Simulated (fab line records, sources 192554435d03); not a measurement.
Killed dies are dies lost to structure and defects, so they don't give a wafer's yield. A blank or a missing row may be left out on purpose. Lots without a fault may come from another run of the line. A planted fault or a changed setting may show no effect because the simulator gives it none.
Which tool did it? | flow n5_finfet | 10 lots, 30 wafers sampled, at 4 steps of a route of 1938

WHAT THE GAUGES READ, wafer by wafer
N5_BEOL_M8_INSPECT_58: inspects for defects (darkfield).
lot  | measured     | on                | raw_defect_count
L374 | day 10 18:56 | defect_inspect-02 | 70 58 71
L378 | day 11 11:49 | defect_inspect-02 | 82 57 45
L382 | day 12 10:07 | defect_inspect-01 | 103 126 123
L388 | day 14 07:29 | defect_inspect-01 | 91 79 103
L387 | day 14 12:56 | defect_inspect-01 | 161 156 104
L393 | day 16 00:10 | defect_inspect-02 | 58 46 70
L392 | day 16 00:50 | defect_inspect-02 | 106 146 100
L394 | day 16 20:05 | defect_inspect-02 | 33 42 30
L395 | day 16 22:46 | defect_inspect-02 | 63 57 64
L397 | day 16 23:40 | defect_inspect-01 | 68 40 49

WHICH TOOL RAN EACH LOT (tool, then ch and the chambers of the sampled wafers, then the start)
lot  | N5_BEOL_M8_VIA_ETCH_34             | N5_BEOL_M8_TRENCH_ETCH_37                     | N5_BEOL_M8_DEP_56
L374 | rie_diel-05 ch 1,2,3, day 10 12:27 | rie_diel-05 ch 1,2,3, day 10 18:50 or earlier | pecvd-03 ch 0,2, day 10 18:50
L378 | rie_diel-06 ch 0,1,2, day 11 07:24 | rie_diel-06 ch 0,1,2, day 11 11:44 or earlier | pecvd-04 ch 0,1,2, day 11 11:44
L382 | rie_diel-06 ch 0,1,3, day 12 06:25 | rie_diel-06 ch 0,1,3, day 12 09:49 or earlier | pecvd-02 ch 0,1,2, day 12 09:49
L388 | rie_diel-05 ch 0,1, day 14 04:34   | rie_diel-05 ch 0,1, day 14 07:12 or earlier   | pecvd-04 ch 0,1, day 14 07:12
L387 | rie_diel-04 ch 0,1,3, day 14 08:32 | rie_diel-04 ch 0,1,3, day 14 12:38 or earlier | pecvd-02 ch 0,1,2, day 14 12:38
L393 | rie_diel-06 ch 0,2,3, day 15 20:04 | rie_diel-06 ch 0,2,3, day 16 00:05 or earlier | pecvd-02 ch 1,2, day 16 00:05
L392 | rie_diel-04 ch 0,2,3, day 15 20:07 | rie_diel-04 ch 0,2,3, day 16 00:46 or earlier | pecvd-03 ch 0,1,2, day 16 00:46
L394 | rie_diel-06 ch 1,2,3, day 16 17:46 | rie_diel-06 ch 1,2,3, day 16 20:00 or earlier | pecvd-04 ch 0,1,2, day 16 20:00
L395 | rie_diel-04 ch 0,2, day 16 18:34   | rie_diel-04 ch 0,2, day 16 22:41 or earlier   | pecvd-02 ch 0,1, day 16 22:41
L397 | rie_diel-06 ch 0,1,2, day 16 20:58 | rie_diel-06 ch 0,1,2, day 16 23:34 or earlier | pecvd-03 ch 0,1,2, day 16 23:34
- N5_BEOL_M8_VIA_ETCH_34: etches SiCOH lowk in C4F6/O2, target depth 125.5 nm, time 50.5 s.
- N5_BEOL_M8_TRENCH_ETCH_37: etches SiCOH lowk in C4F6/O2, target depth 93.478 nm, time 31.2 s.
- N5_BEOL_M8_DEP_56: deposits SiCN from 3MS/NH3, target thk 10 nm, time 17.5 s.

THE ANSWER, worked out from the rows above alone
Rule: what is usual is taken from the lots themselves. Put in order of their means at a reading, lots are off if they are a third of the lots or fewer, leave a main group of 4 or more, and stand apart from it by a gap of 3 or more times the standard deviation of the main group's means; of several such gaps the widest counts. A main group whose means are all the same, to the digits that the tables above print for the reading, isn't used. A lot without any number at a reading at which 4 lots or more have one is off too. The other lots that the step has rows for count as sound.
No lot is off at any reading shown: from this, nothing can be told.

WHAT THE SIMULATOR HAD PUT IN
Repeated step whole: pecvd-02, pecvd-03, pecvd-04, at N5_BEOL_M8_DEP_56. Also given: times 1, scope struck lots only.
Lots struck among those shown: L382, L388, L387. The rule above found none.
